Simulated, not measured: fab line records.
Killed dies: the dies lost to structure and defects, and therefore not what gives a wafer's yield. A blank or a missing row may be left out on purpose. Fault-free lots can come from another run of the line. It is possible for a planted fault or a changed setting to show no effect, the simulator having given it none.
Comparing a struck lot with a sound one	flow n5Finfet	13 out of 1938 route steps
Sound: the wafers L344.1, L344.2, L344.5. Wafers struck: L354.1, L354.3, L354.5. The cause comes at the end.
Order at every step that has rows: each side's tool, ch and its chambers, its first start. Under that, the readings that differ: sound wafers	struck wafers	difference of the means	sigmas: that difference in standard deviations of wafers without a fault.
alike: readings whose means differ by less than 2 such deviations, and words and numbers that are the same on both sides. not compared: withheld readings, readings that some wafer has no value for, bounds like >300 that may hide the same value, and numbers for which the record gives no deviation and whose values overlap.
A row with sigmas, a row that says differs or no value, or rows on one side alone: a step with any of these is where the two part. When numbers do not overlap yet have no deviation, they are printed without sigmas and do not part them. Lack of a reading on every wafer of one side parts them only where that side has two or more wafers.

first, 9 steps without rows for these wafers: N5_BEOL_M2_EBR_24; N5_BEOL_M2_SOFTBAKE_23 (time 60 s); N5_BEOL_M2_EXPOSE_25 (exposes mask V1, defocus 5 nm); N5_BEOL_M2_PEB_26 (peb time 60 s); N5_BEOL_M2_DEVELOP_27 (develop time 30 s); N5_BEOL_M2_DESCUM_33 (chemistry O2, time 7 s); N5_BEOL_M2_ETCH_77 (etches underlayer in N2/H2, target depth 6.5 nm, time 5.2 s); N5_BEOL_M2_ETCH_69 (etches SiARC in CF4, target depth 15.6 nm, time 26 s); N5_BEOL_M2_ALD_98 (deposits SiO2, target thk 2.5 nm, pulse time 1 s, co reactant pulse time 1 s).
N5_BEOL_M2_ETCHBACK_99: etches SiO2 in CHF3, target depth 5 nm, time 10.4 s.
  sound on rieDiel-05 ch 1,3, day 8 00:40; struck on rieDiel-04 ch 0,2,3, day 11 09:25
  no value came back on the struck wafers for any of 7 readings (CHF3_flow_sccm (sccm), biasW (W) and others); on the sound wafers CHF3_flow_sccm (sccm) reads 11.98 11.98 11.98
reading	sound	struck	difference	sigmas
model.CAR-EUV_of_BEOL_M2_COAT_22.thkNm (nm)	10.4 10.4 10.4	10.8 11 11	+0.5	
  not compared: rfHoursCounterH
then, 1 step without rows for these wafers: N5_BEOL_M2_ETCH_70 (etches SOC in N2/H2, target depth 80 nm, overetch 24 nm, time 130 s).
N5_BEOL_M4_RC_MEAS_101:
  the record has rows for the sound wafers here (prober-02 ch 0, day 9 05:48) and none for the struck ones
-- here the record skips 6 days between the struck wafers' starts before and after, leaving off in module BEOL_M4 and picking up in module PASSIVATION (first step shown: number 1936 of the route) --
N5_PASSIVATION_PROBE_49:
  only the struck wafers here have rows in the record (prober-02, day 17 14:57); the sound ones have none

## WHERE THEY PART
At N5_BEOL_M2_ETCHBACK_99 first; at N5_PASSIVATION_PROBE_49 last (within this record only).

WHY: whatever the simulator had introduced
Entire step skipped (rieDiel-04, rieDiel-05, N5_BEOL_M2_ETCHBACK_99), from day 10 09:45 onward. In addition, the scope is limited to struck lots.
